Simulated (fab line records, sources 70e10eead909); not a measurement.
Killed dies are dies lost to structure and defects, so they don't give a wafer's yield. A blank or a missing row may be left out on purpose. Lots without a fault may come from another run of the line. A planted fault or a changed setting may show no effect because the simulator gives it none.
Chamber matching | flow nand_harc | NHARC_A_WL_FILL_ALD_02 on ald_metal-01: 4 sister chambers
The step deposits TiN, target thk 2 nm, pulse time 3 s, ald cycles 100. 8 wafers are shown with their chamber, then 7 later ones without.

WAFERS WITH THEIR CHAMBER
wafer  | chamber | heater_power_w (W) | precursor_pulse_height_rel
L075.2 | 2       | 1023               | 1.012
L078.3 | 3       | 940                | 0.980
L084.1 | 1       | 984                | 0.975
L084.4 | 2       | 1035               | 0.983
L086.5 | 0       | 963                | 0.989
L086.6 | 1       | 963                | 0.979
L089.3 | 0       | 965                | 1.023
L089.4 | 3       | 939                | 0.992

WAFERS WITHOUT THEIR CHAMBER
wafer  | heater_power_w (W) | precursor_pulse_height_rel
L089.6 | 1029               | 1.012
L090.2 | 972                | 0.971
L090.4 | 950                | 0.966
L090.5 | 1021               | 1.015
L093.1 | 987                | 1.018
L093.3 | 964                | 1.007
L093.4 | 1032               | 1.025

WHICH CHAMBER EACH WENT THROUGH
wafer  | from the rows above          | in truth
L089.6 | 2                            | 2
L090.2 | can't be placed: 1 or 0      | 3
L090.4 | can't be placed: 3 or 1 or 0 | 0
L090.5 | 2                            | 2
L093.1 | can't be placed: 0 or 1      | 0
L093.3 | 0                            | 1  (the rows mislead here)
L093.4 | 2                            | 2
Placed correctly: 3 of 7. Can't be placed from these rows: 3 (the true chamber is among the candidates in 2). Placed wrongly: 1.
How it was worked out, from the rows above alone: a wafer's distance from a chamber is the root of the sum, over the readings, of the square of ((its reading less the chamber's mean) divided by the reading's scatter). The wafer belongs to the nearest chamber; if the next one is less than 2 further off, it can't be placed. A chamber's mean is the mean of its shown wafers. The scatter: the root of (the sum of the squares of (reading less its chamber's mean) over the shown wafers, divided by (wafers less chambers)).
